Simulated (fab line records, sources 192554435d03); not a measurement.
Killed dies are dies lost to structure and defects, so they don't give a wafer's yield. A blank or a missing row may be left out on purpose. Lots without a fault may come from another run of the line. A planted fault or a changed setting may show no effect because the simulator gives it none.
Which tool did it? | flow n5_finfet | 11 lots, 32 wafers sampled, at 1 step of a route of 1938

WHAT THE GAUGES READ, wafer by wafer
N5_BEOL_M11_THK_MEAS_53: measures by xrf. Usual: M11_THK 139.7 nm, standard deviation 2.6.
lot  | measured     | on            | M11_THK (nm)      | flag
L200 | day 12 01:26 | film_metro-02 | 138.3 141.8       |
L198 | day 12 06:46 | film_metro-02 | 136.7 140.1 138.2 |
L202 | day 13 06:26 | film_metro-02 | 142.0 142.8 139.7 |
L205 | day 13 12:10 | film_metro-02 | 140.2 137.2 138.3 |
L206 | day 13 20:09 | film_metro-01 | 139.9 137.5 139.3 |
L208 | day 14 22:05 | film_metro-01 | 143.6 144.1 142.8 |
L209 | day 15 05:15 | film_metro-02 | 142.4 140.1 142.3 |
L218 | day 17 03:02 | film_metro-02 | 140.3 142.5 145.6 |
L217 | day 17 04:24 | film_metro-01 | 137.8 139.2 138.6 |
L221 | day 17 19:47 | film_metro-01 | 137.2 143.1 138.8 |
L220 | day 18 00:18 | film_metro-01 | 140.8 137.7 135.0 |

WHICH TOOL RAN EACH LOT (tool, then ch and the chambers of the sampled wafers, then the start)
The record holds no process step before these readings.

WHAT THE TOOLS THEMSELVES READ (means of the sampled wafers that have a number; where no wafer has one, the mark that the record gives instead)
The record holds no such reading with a usual standard deviation.

THE ANSWER, worked out from the rows above alone
Rule: a lot is off if the mean of its wafers that have a number lies more than 3 standard deviations from the usual mean. A lot without any number at a reading at which 4 lots or more have one is off too. The other lots that the step has rows for count as sound. The gauges are gone through in route order, then the tools' own readings, and for those a lot's mean is taken as printed above. The first step at which some lot is off is used, and at that step the reading that is off furthest; a lot without a number counts as furthest.
No lot is off at any reading shown: from this, nothing can be told.

WHAT THE SIMULATOR HAD PUT IN
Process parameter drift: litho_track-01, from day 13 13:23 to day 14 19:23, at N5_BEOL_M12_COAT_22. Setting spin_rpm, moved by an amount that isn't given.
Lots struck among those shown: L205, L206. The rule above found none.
